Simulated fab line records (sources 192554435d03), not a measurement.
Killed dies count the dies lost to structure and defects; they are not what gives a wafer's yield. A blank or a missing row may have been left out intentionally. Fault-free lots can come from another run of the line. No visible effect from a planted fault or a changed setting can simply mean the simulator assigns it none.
A single fault, viewed from 2 desks :: flow n5-finfet :: numbers are kept per desk, each desk with only its own; the story behind them comes last

## THE TOOL OWNER'S DESK: plasma-asher-02
The tool's own readings at N5_SDB_STRIP_22 (strips in N2/H2): means of the sampled wafers that have a number, for each lot that ran on this tool. A lot is out of limits, marked OUT, if its mean lies more than 4 standard deviations from the usual mean; the brackets give that distance.
Columns: A = drypump-motor-current-A at N5_SDB_STRIP_22, usual 6.2 A; B = heater-power-w at N5_SDB_STRIP_22, usual 337 W; C = oes-product-au at N5_SDB_STRIP_22, usual 0.715 a.u.; D = strip-time-to-endpoint-s at N5_SDB_STRIP_22, usual 96.4 s
lot: L853
first seen here: day 3 22:17
A: 6.4
B: 324
C: 0.718
D: 96.3

lot: L855
first seen here: day 4 06:24
A: 6.4
B: 322
C: 0.716
D: 96.7

lot: L861
first seen here: day 5 17:25
A: 6.5
B: 317
C: 0.716
D: 96.4

lot: L866
first seen here: day 7 02:22
A: 6.4
B: 322
C: 0.719
D: 96.1

lot: L867
first seen here: day 7 05:01
A: 6.4
B: 321
C: 0.715
D: 96.6
Result from this desk: across the 5 lots, nothing is out of limits.

## FROM THE METROLOGY DESK
What the gauges read, lot by lot, whatever tool the lot ran on: means of the sampled wafers that have a number. A lot is out of limits, marked OUT, if its mean lies more than 4 standard deviations from the usual mean; the brackets give that distance.
Columns: A = PAD_OVL at N5_PASSIVATION_OVL_MEAS_63, usual 1 nm
lot: L853
first seen here: day 11 18:10
A: 6

lot: L854
first seen here: day 11 20:43
A: 9

lot: L855
first seen here: day 11 22:46
A: 10

lot: L857
first seen here: day 13 01:26
A: 3

lot: L858
first seen here: day 13 08:01
A: -5

lot: L861
first seen here: day 14 07:26
A: -1

lot: L866
first seen here: day 15 04:09
A: 1

lot: L867
first seen here: day 15 16:04
A: -6

lot: L869
first seen here: day 16 08:37
A: 7

lot: L873
first seen here: day 17 07:27
A: 10

lot: L875
first seen here: day 17 13:05
A: -5

lot: L874
first seen here: day 17 15:05
A: 2
Result from this desk: across the 12 lots, nothing is out of limits.

## PUT TOGETHER
Nothing out of limits was seen by the tool owner's desk.
Nothing out of limits was seen by the metrology desk.

## WHAT THE SIMULATOR HAD INSERTED
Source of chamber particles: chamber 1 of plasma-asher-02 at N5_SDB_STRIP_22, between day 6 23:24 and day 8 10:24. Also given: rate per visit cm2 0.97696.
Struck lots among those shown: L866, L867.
